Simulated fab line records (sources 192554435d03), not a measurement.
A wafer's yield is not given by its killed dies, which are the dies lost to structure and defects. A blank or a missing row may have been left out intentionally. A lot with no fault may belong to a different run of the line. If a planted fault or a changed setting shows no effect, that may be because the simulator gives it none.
The tool behind it: which one?	flow n5Finfet	24 wafers from 8 lots sampled at 7 of the route's 1938 steps

== WHAT EACH GAUGE READ, for each wafer ==
N5_BEOL_M9_OCD_MEAS_38.
lot	measured	on	trenchDepthNm (nm)
L186	day 11 01:11	ocd-02	147.1 151.0 148.3
L189	day 11 06:46	ocd-02	147.8 149.3 150.8
L193	day 12 11:41	ocd-02	150.8 149.2 145.4
L199	day 14 10:32	ocd-01	112.7 115.6 115.5
L205	day 15 11:56	ocd-01	152.3 150.3 151.4
L204	day 15 11:59	ocd-02	149.1 150.1 153.4
L203	day 15 12:01	ocd-01	112.6 112.3 110.4
L207	day 16 19:17	ocd-02	148.4 152.5 151.1

N5_BEOL_M9_THK_MEAS_53: measures by xrf.
lot	measured	on	M9_THK (nm)
L186	day 11 03:21	filmMetro-01	138 143 141
L189	day 11 09:53	filmMetro-02	139 142 141
L193	day 12 15:35	filmMetro-01	142 140 137
L199	day 14 15:49	filmMetro-01	103 108 106
L205	day 15 14:20	filmMetro-02	143 140 138
L204	day 15 14:22	filmMetro-01	138 138 141
L203	day 15 15:04	filmMetro-02	101 101 97
L207	day 17 01:06	filmMetro-01	137 144 142

N5_BEOL_M9_RS_MEAS_57: a four-point-probe measurement.
lot	measured	on	M9_RS (ohm/sq)
L186	day 11 03:29	filmMetro-01	0.158 0.151 0.154
L189	day 11 10:01	filmMetro-02	0.155 0.150 0.152
L193	day 12 15:44	filmMetro-02	0.152 0.154 0.158
L199	day 14 15:57	filmMetro-01	0.216 0.205 0.210
L205	day 15 14:28	filmMetro-01	0.150 0.154 0.157
L204	day 15 14:29	filmMetro-02	0.156 0.155 0.153
L203	day 15 15:12	filmMetro-02	0.221 0.220 0.231
L207	day 17 01:14	filmMetro-01	0.157 0.150 0.152

== TOOL THAT RAN EACH LOT (tool first, then ch and the chambers of the sampled wafers, then the start) ==
lot	N5_BEOL_M9_ETCH_76	N5_BEOL_M9_ETCH_65	N5_BEOL_M9_STRIP_36	N5_BEOL_M9_TRENCH_ETCH_37
L186	rieDiel-04 ch 0,1,2, day 11 00:46	rieDiel-04 ch 0,1,2, day 11 00:47	rieDiel-04 ch 0,1,2, day 11 00:58	rieDiel-04 ch 0,1,2, day 11 01:01
L189	rieDiel-04 ch 1,2,3, day 11 06:21	rieDiel-04 ch 1,2,3, day 11 06:22	rieDiel-04 ch 1,2,3, day 11 06:34	rieDiel-04 ch 1,2,3, day 11 06:36
L193	rieDiel-04 ch 1,2,3, day 12 11:16	rieDiel-04 ch 1,2,3, day 12 11:17	rieDiel-04 ch 1,2,3, day 12 11:28	rieDiel-04 ch 1,2,3, day 12 11:31
L199	rieDiel-04 ch 1,2, day 14 10:07	rieDiel-04 ch 1,2, day 14 10:08	rieDiel-04 ch 1,2, day 14 10:19	rieDiel-04 ch 1,2, day 14 10:22
L205	rieDiel-03 ch 0,1,3, day 15 11:32	rieDiel-03 ch 0,1,3, day 15 11:33	rieDiel-03 ch 0,1,3, day 15 11:45	rieDiel-03 ch 0,1,3, day 15 11:47
L204	rieDiel-02 ch 0,2, day 15 11:34	rieDiel-02 ch 0,2, day 15 11:35	rieDiel-02 ch 0,2, day 15 11:46	rieDiel-02 ch 0,2, day 15 11:49
L203	rieDiel-04 ch 0,1,2, day 15 11:36	rieDiel-04 ch 0,1,2, day 15 11:37	rieDiel-04 ch 0,1,2, day 15 11:49	rieDiel-04 ch 0,1,2, day 15 11:51
L207	rieDiel-02 ch 0,1,3, day 16 18:52	rieDiel-02 ch 0,1,3, day 16 18:53	rieDiel-02 ch 0,1,3, day 16 19:04	rieDiel-02 ch 0,1,3, day 16 19:07
- N5_BEOL_M9_ETCH_76: etches underlayer in N2/H2, target depth 6.5 nm, time 5.2 s.
- N5_BEOL_M9_ETCH_65: etches SiARC in CF4, target depth 15.6 nm, time 26 s.
- N5_BEOL_M9_STRIP_36: strips in N2/H2.
- N5_BEOL_M9_TRENCH_ETCH_37: etches SiCOH lowk in C4F6/O2, target depth 151.43 nm, time 49 s.

== AS READ BY THE TOOLS THEMSELVES (means over the sampled wafers that have a number; for cases with no such wafer, the mark the record gives instead) ==
N5_BEOL_M9_ETCH_76.
lot	tool	biasW (W)	drypumpMotorCurrentA (A)	etchRfOnTimeS (s)	h2FlowSccm (sccm)	oesProductAu (a.u.)	rfVppV (V)	showerheadPlenumPTorr (Torr)	throttleValvePct (%)
L186	rieDiel-04	149.9	5.5	5.33	200.0	0.65	520.4	2.45	17.70
L189	rieDiel-04	150.3	5.6	5.25	200.3	0.64	522.4	2.50	17.67
L193	rieDiel-04	149.7	5.6	5.18	200.4	0.64	522.6	2.49	17.69
L199	rieDiel-04	150.3	5.3	5.17	200.0	0.66	520.5	2.47	17.63
L205	rieDiel-03	150.0	5.7	5.19	199.9	0.72	523.8	2.55	17.63
L204	rieDiel-02	149.9	5.4	5.18	200.9	0.77	526.4	2.60	17.98
L203	rieDiel-04	150.0	5.5	5.29	200.1	0.63	521.2	2.43	17.76
L207	rieDiel-02	149.8	6.3	5.18	200.3	0.74	524.7	2.55	17.80

N5_BEOL_M9_ETCH_65.
lot	tool	biasW (W)	drypumpMotorCurrentA (A)	etchRfOnTimeS (s)	oesProductAu (a.u.)	rfVppV (V)	showerheadPlenumPTorr (Torr)	throttleValvePct (%)
L186	rieDiel-04	36.04	5.4	26.3	0.65	183.0	2.06	15.38
L189	rieDiel-04	36.00	5.6	26.1	0.64	184.3	2.11	15.40
L193	rieDiel-04	35.98	5.6	26.3	0.64	182.6	2.10	15.41
L199	rieDiel-04	35.96	5.2	26.5	0.65	183.2	2.08	15.30
L205	rieDiel-03	35.89	5.7	25.6	0.73	184.7	2.15	15.35
L204	rieDiel-02	35.94	5.4	25.5	0.77	185.2	2.20	15.74
L203	rieDiel-04	35.89	5.5	26.2	0.63	183.3	2.05	15.43
L207	rieDiel-02	36.09	6.3	25.7	0.75	184.7	2.15	15.53

N5_BEOL_M9_STRIP_36.
lot	tool	drypumpMotorCurrentA (A)	h2FlowSccm (sccm)	oesProductAu (a.u.)	rfVppV (V)	showerheadPlenumPTorr (Torr)	throttleValvePct (%)
L186	rieDiel-04	5.5	199.6	0.76	60.2	2.44	23.53
L189	rieDiel-04	5.6	199.9	0.75	58.7	2.49	23.48
L193	rieDiel-04	5.6	200.7	0.75	59.9	2.49	23.48
L199	rieDiel-04	5.3	200.3	0.76	57.8	2.47	23.48
L205	rieDiel-03	5.8	199.8	0.85	59.5	2.54	23.49
L204	rieDiel-02	5.3	200.0	0.90	59.4	2.60	23.87
L203	rieDiel-04	5.4	199.5	0.72	60.7	2.43	23.57
L207	rieDiel-02	6.3	200.1	0.87	59.1	2.55	23.62

N5_BEOL_M9_TRENCH_ETCH_37.
lot	tool	biasW (W)	drypumpMotorCurrentA (A)	oesProductAu (a.u.)	rfVppV (V)	showerheadPlenumPTorr (Torr)	throttleValvePct (%)
L186	rieDiel-04	185.2	5.5	0.76	664	2.73	20.64
L189	rieDiel-04	184.9	5.6	0.75	671	2.80	20.67
L193	rieDiel-04	185.6	5.6	0.74	672	2.80	20.68
L199	rieDiel-04	71.0	5.3	0.65	314	2.76	20.50
L205	rieDiel-03	185.4	5.7	0.84	671	2.85	20.71
L204	rieDiel-02	185.0	5.4	0.89	650	2.91	21.11
L203	rieDiel-04	71.3	5.5	0.62	308	2.72	20.63
L207	rieDiel-02	185.2	6.3	0.87	662	2.86	20.88

== THE ANSWER, worked out from the rows above alone ==
Rule: the usual values come from the lots themselves. Put in order of their means at a reading, lots are off if they are a third of the lots or fewer, leave a main group of 4 or more, and stand apart from it by a gap of 3 or more times the standard deviation of the main group's means; of several such gaps the widest counts. A main group is skipped when, at the precision printed for the reading in the tables above, its means are all equal. Also off: a lot with no number at a reading for which 4 or more lots have one. All remaining lots with rows at the step are treated as sound. Order of review: gauges by route order, followed by the tools' own readings, for which a lot's mean as printed above is used. At the first step where some lot is off, the reading lying furthest off is the one used; lots without a number count as furthest.
Off, at N5_BEOL_M9_OCD_MEAS_38 on trenchDepthNm: L199, L203. Mean 149.9 nm and standard deviation 1.1 in the main group.
A tool fits if, at a process step before that reading, it ran every lot that is off, and no sound lot after the first of them. Not tried: the gauges at N5_BEOL_M9_OCD_MEAS_38; whatever is off there is also off at N5_BEOL_M9_THK_MEAS_53, on other tools, and gauge error can't account for it. One candidate fits, namely rieDiel-04 at N5_BEOL_M9_ETCH_76 and N5_BEOL_M9_ETCH_65 and N5_BEOL_M9_STRIP_36 and N5_BEOL_M9_TRENCH_ETCH_37. At N5_BEOL_M9_ETCH_76 its last sound lot is L193 (day 12 11:16), its first lot that is off L199 (day 14 10:07): a fault that began between those two fits.

== WHAT HAD BEEN PUT IN BY THE SIMULATOR ==
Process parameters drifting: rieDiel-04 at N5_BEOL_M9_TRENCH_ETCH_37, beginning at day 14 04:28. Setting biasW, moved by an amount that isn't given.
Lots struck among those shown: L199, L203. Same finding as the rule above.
